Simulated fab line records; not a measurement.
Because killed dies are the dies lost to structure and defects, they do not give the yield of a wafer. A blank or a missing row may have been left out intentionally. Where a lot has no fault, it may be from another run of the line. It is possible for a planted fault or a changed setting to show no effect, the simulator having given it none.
fab line records	flow n5_finfet
record lots=7	wafers=21
route steps=1938 shown BEOL_M11@1562 BEOL_M12@1648 BEOL_M14@1742 BEOL_M15@1773
start_h: hours from the record's opening day to when the first of the lot's shown wafers began	wait_h: hours from the lot's prior step to this one	" unchanged from the row above	L1.1+2: one row covering several wafers at once	- no value present, or no start provided	* or withheld: withheld	< > ~ a bound
route shown NAME@n: a module of which the file shows steps, and the number in the route of the first	usual: mean/standard deviation of fault-free wafers	same: alike in all rows	chamber/n: place in a boat	sites: the reading at each site	_std_site: standard deviation across them	_edge_site: outer sites' mean less inner sites'	radius_mm: for every site, how far away it sits from the centre of the wafer	mask NAME#n: copy n	behind: the last tool/chamber to shape the wafer	hold: why the lot was held/for how many hours/how that ended	device: transistor that didn't switch, given as n, p or np	end of line: the route-end tests of the same wafers	a step without rows: its recipe alone	killed: not the wafer's yield, but the dies lost to structure and defects at the first sort	map: shows each die of a wafer: x if killed, . if not, _ if none is there
set.NAME: the setting that was run; set.NAME@STEP: the one run at that earlier step	model.NAME: the simulator's own value behind a step, which no gauge read
lots whose settings were changed on purpose; a table a step, a row a wafer
## steps
# step N5_BEOL_M11_COAT_22
# recipe resist=CAR-ArF	spin_rpm=1500	resist_thk_nm=90
lot.wafer	tool	chamber	start_h	wait_h	set.spin_rpm	model.CAR-ArF_of_BEOL_M11_COAT_22.thk_nm
L074.2	litho_track-04	0	-	-	1500	90.4
L074.3	"	0	"	"	1378	94.4
L074.4	"	0	"	"	1500	90.2
L080.2+6	litho_track-04	0	-	-	1500	90.2
L080.3	"	0	"	"	1500	89.8
L082.4	litho_track-01	0	-	-	1500	90.2
L082.5	"	0	"	"	1500	89.8
L082.6	"	0	"	"	1619	86.6
L086.1+4+5	litho_track-02	0	-	-	1500	89.6
L089.1+4+6	litho_track-04	0	-	-	1500	90.2
L091.1+4	litho_track-02	0	-	-	1500	89.8
L091.6	"	0	"	"	1660	85.2
L093.3+6	litho_track-04	0	-	-	1451	91.6
L093.4	"	0	"	"	1500	89.8
# step N5_BEOL_M11_EBR_24
# recipe solvent=PGMEA	ebr_width_mm=1.5
# step N5_BEOL_M11_SOFTBAKE_23
# recipe temp_c=110	time_s=60	resist=CAR-ArF
# step N5_BEOL_M11_EXPOSE_25
# recipe mask_id=V10	na=1.35	source_shape=annular	sigma_inner=0.5	sigma_outer=0.8	polarization=unpolarized	dose_mj=85.5
# step N5_BEOL_M11_PEB_26
# recipe peb_temp_c=withheld	peb_time_s=60	resist=CAR-ArF
# step N5_BEOL_M11_DEVELOP_27
# recipe develop_time_s=30	developer=TMAH	resist=CAR-ArF	rinse_liquid=diw	dry=air_spin	dev_temp_c=23
lot.wafer	tool	chamber	start_h	wait_h	set.spin_rpm@BEOL_M11_COAT_22	model.CAR-ArF_of_BEOL_M11_COAT_22.thk_nm
L074.2+4	litho_track-04	0	-	-	1500	88.6
L074.3	"	0	"	"	1378	92.6
L080.2	litho_track-02	0	-	-	1500	88.6
L080.3	"	0	"	"	1500	88.2
L080.6	"	0	"	"	1500	88.4
L082.4	litho_track-01	0	-	-	1500	88.4
L082.5	"	0	"	"	1500	88.2
L082.6	"	0	"	"	1619	85
L086.1+4	litho_track-01	0	-	-	1500	87.8
L086.5	"	0	"	"	1500	88
L089.1+4+6	litho_track-02	0	-	-	1500	88.6
L091.1+4	litho_track-02	0	-	-	1500	88
L091.6	"	0	"	"	1660	83.6
L093.3	litho_track-04	0	-	-	1451	89.8
L093.4	"	0	"	"	1500	88.2
L093.6	"	0	"	"	1451	90
# step N5_BEOL_M12_SPUTTER_43
# recipe material=TaN	target_thk_a=150	temp_c=50	bias_v=168.6	power_w=15000	chamber_pressure_pa=0.12	time_s=24.19
lot.wafer	tool	chamber	start_h	wait_h	set.power_w	model.TaN_of_BEOL_M12_SPUTTER_43.thk_nm
L074.2+3	pvd_sputter-01	-	232.50	0.0	15000	15
L074.4	"	-	"	"	17490	17.6
L080.2	pvd_sputter-01	-	271.14	0.0	15000	15.2
L080.3+6	"	-	"	"	13620	13.8
L082.4+5	pvd_sputter-02	-	282.35	0.0	15000	15.4
L082.6	"	-	"	"	12870	13.2
L086.1	pvd_sputter-03	-	308.79	0.0	15000	15.2
L086.4+5	"	-	"	"	15000	14.8
L089.1	pvd_sputter-02	-	323.90	0.0	12560	12.6
L089.4	"	-	"	"	15000	15.4
L089.6	"	-	"	"	12560	12.8
L091.1	pvd_sputter-03	-	345.83	0.0	15000	15.4
L091.4+6	"	-	"	"	16850	17
L093.3+4	pvd_sputter-03	-	348.76	0.0	14020	14.2
L093.6	"	-	"	"	15000	15.2
# step N5_BEOL_M12_SPUTTER_44
# recipe material=Ta	target_thk_a=100	temp_c=50	bias_v=80	power_w=15000	chamber_pressure_pa=0.07	time_s=16.13
lot.wafer	tool	chamber	start_h	wait_h	set.time_s	model.Ta_of_BEOL_M12_SPUTTER_44.thk_nm
L074.2	pvd_sputter-01	-	232.58	0.0	14.28	8.8
L074.3	"	-	"	"	16.13	10
L074.4	"	-	"	"	14.28	9
L080.2	pvd_sputter-01	-	271.22	0.0	16.8	10.6
L080.3	"	-	"	"	16.8	10.2
L080.6	"	-	"	"	16.13	10
L082.4	pvd_sputter-02	-	282.43	0.0	17.25	10.8
L082.5	"	-	"	"	16.13	10.2
L082.6	"	-	"	"	16.13	10
L086.1	pvd_sputter-03	-	308.87	0.0	16.13	10
L086.4+5	"	-	"	"	16.13	10.2
L089.1	pvd_sputter-02	-	323.98	0.0	16.13	10.2
L089.4	"	-	"	"	16.13	10
L089.6	"	-	"	"	17.09	10.8
L091.1+6	pvd_sputter-03	-	345.92	0.0	16.74	10.2
L091.4	"	-	"	"	16.74	10.4
L093.3+6	pvd_sputter-03	-	348.85	0.0	16.13	10
L093.4	"	-	"	"	16.13	9.8
# step N5_BEOL_M14_EXPOSE_25
# recipe mask_id=M14	na=0.8	source_shape=annular	sigma_inner=0.5	sigma_outer=0.8	polarization=unpolarized	target_cd_nm=280	dose_mj=26.6
lot.wafer	tool	chamber	start_h	wait_h	mask	set.dose_mj
L074.2+4	krf_scanner-01	0	240.51	-	M14#0	26.6
L074.3	"	0	"	"	M14#0	25.25
L080.2+6	krf_scanner-01	0	280.43	-	M14#0	27.91
L080.3	"	0	"	"	M14#0	26.6
L082.4+5	krf_scanner-01	0	290.48	-	M14#0	26.6
L082.6	"	0	"	"	M14#0	25.79
L086.1+4+5	krf_scanner-01	0	316.87	-	M14#0	26.6
L089.1	krf_scanner-01	0	330.87	-	M14#0	28.39
L089.4+6	"	0	"	"	M14#0	26.6
L091.1+4	krf_scanner-02	0	353.19	-	M14#0	26.6
L091.6	"	0	"	"	M14#0	25.51
L093.3	krf_scanner-01	0	357.13	-	M14#0	25.5
L093.4+6	"	0	"	"	M14#0	26.6
# step N5_BEOL_M14_PEB_26
# recipe peb_temp_c=130	peb_time_s=90
lot.wafer	tool	chamber	start_h	wait_h	set.peb_temp_c
L074.2+3+4	litho_track-02	0	240.57	0.0	130
L080.2	litho_track-04	0	280.48	0.0	129
L080.3+6	"	0	"	"	130
L082.4	litho_track-02	0	290.52	0.0	130
L082.5+6	"	0	"	"	126.8
L086.1+4+5	litho_track-02	0	316.93	0.1	130
L089.1+4+6	litho_track-02	0	330.92	0.1	130
L091.1+4	litho_track-04	0	353.25	0.1	130
L091.6	"	0	"	"	126.4
L093.3+4+6	litho_track-02	0	357.18	0.0	130
# step N5_BEOL_M14_DEVELOP_27
# recipe develop_time_s=45	rinse_liquid=diw	dry=air_spin	dev_temp_c=21
# step N5_BEOL_M14_HARDBAKE_32
# recipe temp_c=130	time_s=120
# step N5_BEOL_M14_CD_MEAS_28
# recipe target_cd_nm=284.4	landing_energy_ev=500	detector=se_inlens
# usual cd_nm=285.2/1.6
lot.wafer	tool	chamber	start_h	wait_h	set.dose_mj@BEOL_M14_EXPOSE_25	set.peb_temp_c@BEOL_M14_PEB_26	cd_nm
L074.2	cd_sem-03	0	240.68	-	26.6	130	285.7
L074.3	"	0	"	"	25.25	130	276.8
L074.4	"	0	"	"	26.6	130	285.0
L080.2	cd_sem-01	0	280.60	-	27.91	129	289.8
L080.3	"	0	"	"	26.6	130	286.0
L080.6	"	0	"	"	27.91	130	293.7
L082.4	cd_sem-03	0	290.64	-	26.6	130	284.4
L082.5	"	0	"	"	26.6	126.8	266.5
L082.6	"	0	"	"	25.79	126.8	261.3
L086.1	cd_sem-01	0	317.04	-	26.6	130	284.0
L086.4	"	0	"	"	26.6	130	282.5
L086.5	"	0	"	"	26.6	130	281.5
L089.1	cd_sem-01	0	331.04	-	28.39	130	293.0
L089.4	"	0	"	"	26.6	130	284.8
L089.6	"	0	"	"	26.6	130	283.2
L091.1	cd_sem-01	0	353.37	-	26.6	130	288.1
L091.4	"	0	"	"	26.6	130	287.4
L091.6	"	0	"	"	25.51	126.4	262.4
L093.3	cd_sem-03	0	357.29	-	25.5	130	280.8
L093.4	"	0	"	"	26.6	130	284.4
L093.6	"	0	"	"	26.6	130	284.4
# step N5_BEOL_M14_DESCUM_33
# recipe chemistry=O2	time_s=7.9	source_power_w=50	bias_power_w=20	pressure_mtorr=20	rf_frequency_hz=2.712e+07	temp_c=40	o2_flow_sccm=225
lot.wafer	tool	chamber	start_h	wait_h	set.dose_mj@BEOL_M14_EXPOSE_25	set.peb_temp_c@BEOL_M14_PEB_26	model.BEOL_M14.cd_nm
L074.2	rie_diel-03	2	241.49	0.8	26.6	130	285.4
L074.3	"	3	"	"	25.25	130	276.6
L074.4	"	0	"	"	26.6	130	285
L080.2	rie_diel-06	3	280.68	0.0	27.91	129	289.6
L080.3	"	0	"	"	26.6	130	286.2
L080.6	"	2	"	"	27.91	130	293.8
L082.4	rie_diel-06	3	290.72	0.0	26.6	130	284.4
L082.5	"	2	"	"	26.6	126.8	266.4
L082.6	"	1	"	"	25.79	126.8	261.2
L086.1	rie_diel-01	2	317.27	0.1	26.6	130	283.8
L086.4	"	1	"	"	26.6	130	282.2
L086.5	"	2	"	"	26.6	130	281.4
L089.1	rie_diel-03	3	331.13	0.0	28.39	130	292.8
L089.4	"	1	"	"	26.6	130	285
L089.6	"	0	"	"	26.6	130	283.6
L091.1	rie_diel-03	1	353.46	0.0	26.6	130	288
L091.4	"	2	"	"	26.6	130	287.8
L091.6	"	2	"	"	25.51	126.4	262.2
L093.3	rie_diel-03	0	357.38	0.0	25.5	130	280.8
L093.4	"	2	"	"	26.6	130	284.6
L093.6	"	0	"	"	26.6	130	284.4
# step N5_BEOL_M14_ETCH_67
# recipe chemistry=CF4	target=SiARC	target_depth_a=1430	time_s=238.3	ion_energy_ev=80	pressure_mtorr=40	source_w=545	bias_w=36	Ar_flow_sccm=100	cf4_flow_sccm=100	ends=cleared
lot.wafer	tool	chamber	start_h	wait_h	set.dose_mj@BEOL_M14_EXPOSE_25	set.peb_temp_c@BEOL_M14_PEB_26	model.BEOL_M14.cd_nm
L074.2	rie_diel-03	2	241.52	0.0	26.6	130	280.4
L074.3	"	3	"	"	25.25	130	270.6
L074.4	"	0	"	"	26.6	130	279.8
L080.2	rie_diel-06	3	280.72	0.0	27.91	129	285.6
L080.3	"	0	"	"	26.6	130	282.2
L080.6	"	2	"	"	27.91	130	290.4
L082.4	rie_diel-06	3	290.76	0.0	26.6	130	279.6
L082.5	"	2	"	"	26.6	126.8	262.2
L082.6	"	1	"	"	25.79	126.8	257
L086.1	rie_diel-01	2	317.31	0.0	26.6	130	279.4
L086.4	"	1	"	"	26.6	130	278.2
L086.5	"	2	"	"	26.6	130	277.4
L089.1	rie_diel-03	3	331.16	0.0	28.39	130	288.2
L089.4	"	1	"	"	26.6	130	281.2
L089.6	"	0	"	"	26.6	130	279
L091.1	rie_diel-03	1	353.49	0.0	26.6	130	284.2
L091.4	"	2	"	"	26.6	130	283.2
L091.6	"	2	"	"	25.51	126.4	257.8
L093.3	rie_diel-03	0	357.41	0.0	25.5	130	275.8
L093.4+6	"	2,0	"	"	26.6	130	279.8
# step N5_BEOL_M14_ETCH_68
# recipe chemistry=N2/H2	target=SOC	mask_material=SiARC	source_w=3000	bias_w=350	temp_c=40	time_s=450	ion_energy_ev=200	pressure_mtorr=30	n2_flow_sccm=200	h2_flow_sccm=200
lot.wafer	tool	chamber	start_h	wait_h	set.dose_mj@BEOL_M14_EXPOSE_25	set.peb_temp_c@BEOL_M14_PEB_26	model.BEOL_M14.cd_nm
L074.2+4	rie_diel-03	2,0	241.67	0.1	26.6	130	279.8
L074.3	"	3	"	"	25.25	130	271.2
L080.2	rie_diel-06	3	280.86	0.1	27.91	129	285.4
L080.3	"	0	"	"	26.6	130	283.2
L080.6	"	2	"	"	27.91	130	290.2
L082.4	rie_diel-06	3	290.91	0.1	26.6	130	277.6
L082.5	"	2	"	"	26.6	126.8	259.6
L082.6	"	1	"	"	25.79	126.8	260.6
L086.1	rie_diel-01	2	317.45	0.1	26.6	130	278
L086.4	"	1	"	"	26.6	130	278.6
L086.5	"	2	"	"	26.6	130	276.6
L089.1	rie_diel-03	3	331.31	0.1	28.39	130	288.8
L089.4	"	1	"	"	26.6	130	281.4
L089.6	"	0	"	"	26.6	130	280.2
L091.1	rie_diel-03	1	353.64	0.1	26.6	130	284.2
L091.4	"	2	"	"	26.6	130	283.4
L091.6	"	2	"	"	25.51	126.4	259.2
L093.3	rie_diel-03	0	357.56	0.1	25.5	130	277.2
L093.4	"	2	"	"	26.6	130	281.2
L093.6	"	0	"	"	26.6	130	280.8
# step N5_BEOL_M14_STRIP_69
# recipe chemistry=N2/H2	temp_c=40	n2_flow_sccm=200	h2_flow_sccm=200	rf_frequency_hz=6e+07
# step N5_BEOL_M14_TRENCH_ETCH_34
# recipe chemistry=C4F8/O2/Ar	target=SiO2	target_depth_a=5566.5	mask_material=SOC	he_inner_torr=15	he_outer_torr=30	time_s=126.9	ion_energy_ev=800	pressure_mtorr=20	source_w=1905	bias_w=2040	Ar_flow_sccm=400	C4F8_flow_sccm=16	O2_flow_sccm=12
lot.wafer	tool	chamber	start_h	wait_h	set.dose_mj@BEOL_M14_EXPOSE_25	set.peb_temp_c@BEOL_M14_PEB_26	model.BEOL_M14.cd_nm
L074.2	rie_diel-03	2	241.94	0.0	26.6	130	279.4
L074.3	"	3	"	"	25.25	130	271.2
L074.4	"	0	"	"	26.6	130	279.6
L080.2	rie_diel-06	3	281.14	0.0	27.91	129	285.4
L080.3	"	0	"	"	26.6	130	283.4
L080.6	"	2	"	"	27.91	130	290.4
L082.4	rie_diel-06	3	291.18	0.0	26.6	130	277
L082.5	"	2	"	"	26.6	126.8	259.4
L082.6	"	1	"	"	25.79	126.8	260.6
L086.1+4	rie_diel-01	2,1	317.73	0.0	26.6	130	278
L086.5	"	2	"	"	26.6	130	276.6
L089.1	rie_diel-03	3	331.58	0.0	28.39	130	288.8
L089.4	"	1	"	"	26.6	130	281.2
L089.6	"	0	"	"	26.6	130	280.2
L091.1	rie_diel-03	1	353.91	0.0	26.6	130	284
L091.4	"	2	"	"	26.6	130	283.8
L091.6	"	2	"	"	25.51	126.4	259.6
L093.3	rie_diel-03	0	357.83	0.0	25.5	130	277.6
L093.4	"	2	"	"	26.6	130	281.8
L093.6	"	0	"	"	26.6	130	281
# step N5_BEOL_M14_STRIP_70
# recipe chemistry=C4F8/O2/Ar	resist=SiARC	rf_frequency_hz=6e+07
# step N5_BEOL_M14_STRIP_37
# recipe chemistry=O2	power_w=600	temp_c=60	pressure_mtorr=30	rf_frequency_hz=6e+07	bias_power_w=0	overash_fraction=0.3	o2_flow_sccm=225
# step N5_BEOL_M14_ETCH_38
# recipe chemistry=CF4/N2	target=SiCN	target_depth_a=1065	taper_deg=2	time_s=120.6	ion_energy_ev=150	mask_material=SiO2	pressure_mtorr=40	source_w=430	bias_w=70	Ar_flow_sccm=100	cf4_flow_sccm=60	n2_flow_sccm=60
lot.wafer	tool	chamber	start_h	wait_h	set.dose_mj@BEOL_M14_EXPOSE_25	set.peb_temp_c@BEOL_M14_PEB_26	model.BEOL_M14.cd_nm
L074.2+4	rie_diel-01	3,1	-	-	26.6	130	279.6
L074.3	"	0	"	"	25.25	130	271.2
L080.2	rie_diel-01	1	-	-	27.91	129	285.4
L080.3	"	2	"	"	26.6	130	283.4
L080.6	"	2	"	"	27.91	130	290.2
L082.4	rie_diel-06	0	-	-	26.6	130	277
L082.5	"	1	"	"	26.6	126.8	259.6
L082.6	"	0	"	"	25.79	126.8	260.6
L086.1+4	rie_diel-06	1,3	-	-	26.6	130	278.2
L086.5	"	0	"	"	26.6	130	276.8
L089.1	rie_diel-01	1	-	-	28.39	130	289
L089.4	"	0	"	"	26.6	130	281.2
L089.6	"	2	"	"	26.6	130	280.2
L091.1	rie_diel-03	1	-	-	26.6	130	284
L091.4	"	2	"	"	26.6	130	283.8
L091.6	"	1	"	"	25.51	126.4	259.6
L093.3	rie_diel-06	1	-	-	25.5	130	277.6
L093.4	"	2	"	"	26.6	130	281.8
L093.6	"	1	"	"	26.6	130	281
# step N5_BEOL_M14_DEP_53
# recipe material=SiCN	target_thk_a=500	temp_c=withheld	precursor=3MS/NH3	pressure_torr=3	rf_w=675	time_s=17.8
lot.wafer	tool	chamber	start_h	wait_h	set.time_s	model.SiCN_of_BEOL_M14_DEP_53.thk_nm
L074.2	pecvd-04	2	245.74	0.0	16.36	46
L074.3	"	0	"	"	17.8	48.8
L074.4	"	1	"	"	17.8	50.2
L080.2	pecvd-01	0	283.51	0.0	17.8	49.4
L080.3	"	1	"	"	16.89	47.8
L080.6	"	1	"	"	17.8	50.6
L082.4	pecvd-04	1	295.27	0.0	17.8	50.8
L082.5	"	0	"	"	17.8	50
L082.6	"	2	"	"	17.8	51.2
L086.1	pecvd-04	2	320.70	0.0	17.8	50.4
L086.4+5	"	1,2	"	"	17.8	51
L089.1	pecvd-03	1	333.52	0.0	15.17	42.4
L089.4	"	1	"	"	15.17	43.6
L089.6	"	2	"	"	15.17	43.2
L091.1	pecvd-04	2	356.32	0.0	17.8	50.4
L091.4	"	1	"	"	18.69	53.6
L091.6	"	0	"	"	18.69	52.2
L093.3	pecvd-04	2	359.79	0.0	15.69	44.2
L093.4	"	2	"	"	15.69	45.8
L093.6	"	0	"	"	17.8	50.8
# step N5_BEOL_M15_ILD_DEP_00
# recipe material=SiO2	target_thk_a=16293	temp_c=400	precursor=TEOS/O2	pressure_torr=6.5	rf_w=900	teos_flow_sccm=161.4	gas=O2	flow_sccm=2650	time_s=346.1
lot.wafer	tool	chamber	start_h	wait_h	set.time_s	model.SiO2_of_BEOL_M15_ILD_DEP_00.thk_nm
L074.2	pecvd-02	0	245.87	0.0	346.1	1605
L074.3	"	1	"	"	346.1	1587
L074.4	"	0	"	"	346.1	1636
L080.2	pecvd-02	2	283.64	0.0	346.1	1594
L080.3	"	0	"	"	346.1	1619
L080.6	"	0	"	"	315.9	1501
L082.4	pecvd-03	0	295.49	0.1	346.1	1650
L082.5	"	1	"	"	346.1	1621
L082.6	"	2	"	"	346.1	1645
L086.1	pecvd-02	0	320.83	0.0	346.1	1618
L086.4	"	1	"	"	346.1	1612
L086.5	"	0	"	"	346.1	1642
L089.1	pecvd-03	2	333.67	0.0	346.1	1615
L089.4	"	2	"	"	346.1	1653
L089.6	"	1	"	"	300.7	1443
L091.1	pecvd-02	0	356.45	0.0	346.1	1634
L091.4	"	0	"	"	370.9	1779
L091.6	"	2	"	"	370.9	1785
L093.3	pecvd-03	0	359.92	0.0	382.8	1795
L093.4	"	0	"	"	346.1	1648
L093.6	"	2	"	"	346.1	1659
# step N5_BEOL_M15_THK_MEAS_01
# recipe reads=SiO2_of_BEOL_M15_ILD_DEP_00
# usual M15_ILD_THK=1633/22
lot.wafer	tool	chamber	start_h	wait_h	set.time_s@BEOL_M15_ILD_DEP_00	M15_ILD_THK[nm]
L074.2	film_metro-01	-	246.12	0.1	346.1	1607
L074.3	"	-	"	"	346.1	1588
L074.4	"	-	"	"	346.1	1635
L080.2	film_metro-02	-	283.89	0.1	346.1	1594
L080.3	"	-	"	"	346.1	1619
L080.6	"	-	"	"	315.9	1502
L082.4	film_metro-01	-	295.63	0.0	346.1	1650
L082.5	"	-	"	"	346.1	1622
L082.6	"	-	"	"	346.1	1644
L086.1	film_metro-02	-	321.19	0.2	346.1	1617
L086.4	"	-	"	"	346.1	1613
L086.5	"	-	"	"	346.1	1643
L089.1	film_metro-01	-	334.03	0.2	346.1	1615
L089.4	"	-	"	"	346.1	1653
L089.6	"	-	"	"	300.7	1443
L091.1	film_metro-02	-	356.70	0.1	346.1	1634
L091.4	"	-	"	"	370.9	1779
L091.6	"	-	"	"	370.9	1785
L093.3	film_metro-01	-	360.17	0.1	382.8	1795
L093.4	"	-	"	"	346.1	1648
L093.6	"	-	"	"	346.1	1661
# step N5_BEOL_M15_COAT_58
# recipe resist=BARC	temp_c=205	time_s=60	spin_rpm=1500	resist_thk_nm=89
# step N5_BEOL_M15_COAT_04
# recipe spin_rpm=1704	resist_thk_nm=800
# step N5_BEOL_M15_DESCUM_15
# recipe chemistry=O2	time_s=7.9	source_power_w=50	bias_power_w=20	pressure_mtorr=20	rf_frequency_hz=2.712e+07	temp_c=40	o2_flow_sccm=225
# step N5_BEOL_M15_ETCH_59
# recipe chemistry=N2/H2	target=BARC	target_depth_a=890	overetch_a=267	time_s=67.9	ion_energy_ev=200	pressure_mtorr=30	source_w=840	bias_w=150	n2_flow_sccm=200	h2_flow_sccm=200
# step N5_BEOL_M15_VIA_ETCH_16
# recipe chemistry=C4F8/O2/Ar	target=SiO2	he_inner_torr=15	he_outer_torr=30	target_depth_a=17922	time_s=withheld	ion_energy_ev=800	pressure_mtorr=20	source_w=1905	bias_w=2040	Ar_flow_sccm=400	C4F8_flow_sccm=16	O2_flow_sccm=12	ends=cleared
lot.wafer	tool	chamber	start_h	wait_h	set.time_s@BEOL_M15_ILD_DEP_00	model.etch.depth_nm	model.coat_of_BEOL_M15_COAT_04.thk_nm
L074.2	rie_diel-05	0	246.60	0.0	*	1605	337.4
L074.3	"	2	"	"	*	1587	342.8
L074.4	"	3	"	"	*	1636	330.4
L080.2	rie_diel-02	2	284.37	0.0	*	1594	336
L080.3	"	0	"	"	*	1619	329.4
L080.6	"	1	"	"	*	1501	369.4
L082.4	rie_diel-02	0	296.35	0.1	*	1650	327.8
L082.5	"	2	"	"	*	1621	334.2
L082.6	"	1	"	"	*	1645	335.8
L086.1	rie_diel-04	3	321.80	0.0	*	1618	337
L086.4	"	1	"	"	*	1612	334
L086.5	"	2	"	"	*	1642	327.6
L089.1	rie_diel-02	3	334.84	0.0	*	1615	335.2
L089.4	"	1	"	"	*	1653	330.4
L089.6	"	1	"	"	*	1443	378.4
L091.1	rie_diel-04	2	357.18	0.0	*	1634	336.6
L091.4	"	3	"	"	*	1779	303.2
L091.6	"	3	"	"	*	1785	301
L093.3	rie_diel-05	0	360.77	0.0	*	1795	288.4
L093.4	"	3	"	"	*	1648	326.4
L093.6	"	3	"	"	*	1659	324
## key
split step=N5_BEOL_M11_COAT_22	setting=spin_rpm	stated=1500	by=wafer
response step=N5_BEOL_M11_COAT_22	reading=model.CAR-ArF_of_BEOL_M11_COAT_22.thk_nm	change=-0.455	per=1%	r=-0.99
response step=N5_BEOL_M11_DEVELOP_27	reading=model.CAR-ArF_of_BEOL_M11_COAT_22.thk_nm	change=-0.439	per=1%	r=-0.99
split step=N5_BEOL_M12_SPUTTER_43	setting=power_w	stated=15000	by=wafer
response step=N5_BEOL_M12_SPUTTER_43	reading=model.TaN_of_BEOL_M12_SPUTTER_43.thk_nm	change=+0.154	per=1%	r=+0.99
split step=N5_BEOL_M12_SPUTTER_44	setting=time_s	stated=16.13	by=wafer
response step=N5_BEOL_M12_SPUTTER_44	reading=model.Ta_of_BEOL_M12_SPUTTER_44.thk_nm	change=+0.1	per=1%	r=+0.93
split step=N5_BEOL_M14_EXPOSE_25	setting=dose_mj	stated=26.6	by=wafer
response step=N5_BEOL_M14_CD_MEAS_28	reading=cd_nm	slope=+1.45	per=1%	together_with=peb_temp_c@BEOL_M14_PEB_26	explained=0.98
response step=N5_BEOL_M14_DESCUM_33	reading=model.BEOL_M14.cd_nm	slope=+1.42	per=1%	together_with=peb_temp_c@BEOL_M14_PEB_26	explained=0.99
response step=N5_BEOL_M14_ETCH_67	reading=model.BEOL_M14.cd_nm	slope=+1.46	per=1%	together_with=peb_temp_c@BEOL_M14_PEB_26	explained=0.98
response step=N5_BEOL_M14_ETCH_68	reading=model.BEOL_M14.cd_nm	slope=+1.25	per=1%	together_with=peb_temp_c@BEOL_M14_PEB_26	explained=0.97
response step=N5_BEOL_M14_TRENCH_ETCH_34	reading=model.BEOL_M14.cd_nm	slope=+1.23	per=1%	together_with=peb_temp_c@BEOL_M14_PEB_26	explained=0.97
response step=N5_BEOL_M14_ETCH_38	reading=model.BEOL_M14.cd_nm	slope=+1.25	per=1%	together_with=peb_temp_c@BEOL_M14_PEB_26	explained=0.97
split step=N5_BEOL_M14_PEB_26	setting=peb_temp_c	stated=130	by=wafer
response step=N5_BEOL_M14_CD_MEAS_28	reading=cd_nm	change=+8.43	per=1%	r=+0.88
response step=N5_BEOL_M14_DESCUM_33	reading=model.BEOL_M14.cd_nm	change=+8.53	per=1%	r=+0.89
response step=N5_BEOL_M14_ETCH_68	reading=model.BEOL_M14.cd_nm	change=+7.84	per=1%	r=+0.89
response step=N5_BEOL_M14_TRENCH_ETCH_34	reading=model.BEOL_M14.cd_nm	change=+7.7	per=1%	r=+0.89
response step=N5_BEOL_M14_ETCH_67	reading=model.BEOL_M14.cd_nm	slope=+7.14	per=1%	together_with=dose_mj@BEOL_M14_EXPOSE_25	explained=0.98
response step=N5_BEOL_M14_ETCH_38	reading=model.BEOL_M14.cd_nm	slope=+6.53	per=1%	together_with=dose_mj@BEOL_M14_EXPOSE_25	explained=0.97
split step=N5_BEOL_M14_DEP_53	setting=time_s	stated=17.8	by=wafer
response step=N5_BEOL_M14_DEP_53	reading=model.SiCN_of_BEOL_M14_DEP_53.thk_nm	change=+0.47	per=1%	r=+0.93
split step=N5_BEOL_M15_ILD_DEP_00	setting=time_s	stated=346.1	by=wafer
response step=N5_BEOL_M15_ILD_DEP_00	reading=model.SiO2_of_BEOL_M15_ILD_DEP_00.thk_nm	change=+14.5	per=1%	r=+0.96
response step=N5_BEOL_M15_THK_MEAS_01	reading=M15_ILD_THK	change=+14.5	per=1%	r=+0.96
response step=N5_BEOL_M15_VIA_ETCH_16	reading=model.etch.depth_nm	change=+14.5	per=1%	r=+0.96
response step=N5_BEOL_M15_VIA_ETCH_16	reading=model.coat_of_BEOL_M15_COAT_04.thk_nm	change=-3.78	per=1%	r=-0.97
